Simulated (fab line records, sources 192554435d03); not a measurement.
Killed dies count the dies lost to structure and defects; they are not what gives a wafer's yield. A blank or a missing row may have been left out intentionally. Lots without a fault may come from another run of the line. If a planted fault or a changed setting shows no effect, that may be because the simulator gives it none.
Matching of chambers :: flow n5 finfet :: 3 sister chambers for N5_BEOL_M2_PRE_CLEAN_60 on cvd co-01
The step time 15 s. 3 wafers are shown with their chamber, then 12 later ones without.

WAFERS WITH THEIR CHAMBER
wafer: L091.3
chamber: 0
heater power outer w (W): 9

wafer: L091.4
chamber: 2
heater power outer w (W): 32

wafer: L091.5
chamber: 1
heater power outer w (W): 10

WAFERS WITH NO CHAMBER GIVEN
wafer: L092.1
heater power outer w (W): 10

wafer: L092.2
heater power outer w (W): 32

wafer: L092.5
heater power outer w (W): 9

wafer: L094.1
heater power outer w (W): 33

wafer: L094.4
heater power outer w (W): 10

wafer: L094.5
heater power outer w (W): 9

wafer: L095.1
heater power outer w (W): 9

wafer: L095.4
heater power outer w (W): 33

wafer: L095.6
heater power outer w (W): 9

wafer: L097.1
heater power outer w (W): 10

wafer: L097.2
heater power outer w (W): 32

wafer: L097.5
heater power outer w (W): 9

WHICH CHAMBER EACH ONE RAN IN
wafer: L092.1
from the rows above: 1
in truth: 1

wafer: L092.2
from the rows above: 2
in truth: 2

wafer: L092.5
from the rows above: 0
in truth: 0

wafer: L094.1
from the rows above: 2
in truth: 2

wafer: L094.4
from the rows above: 1
in truth: 1

wafer: L094.5
from the rows above: 0
in truth: 0

wafer: L095.1
from the rows above: 0
in truth: 0

wafer: L095.4
from the rows above: 2
in truth: 2

wafer: L095.6
from the rows above: 0
in truth: 0

wafer: L097.1
from the rows above: 1
in truth: 1

wafer: L097.2
from the rows above: 2
in truth: 2

wafer: L097.5
from the rows above: 0
in truth: 0
Correctly placed: 12 of 12. Can't be placed from these rows: 0. Placed wrongly: 0.
How it was worked out, from the rows above alone: a wafer's distance from a chamber is the root of the sum, over the readings, of the square of ((its reading less the chamber's mean) divided by the reading's scatter). If the next closest chamber is less than 2 further off than the closest, the wafer can't be placed; otherwise it belongs to the closest. Each chamber's mean is taken over the wafers shown for it. The scatter: with one shown wafer a chamber, the root of the mean of the squares of how far each hidden wafer lies from its nearest shown one.
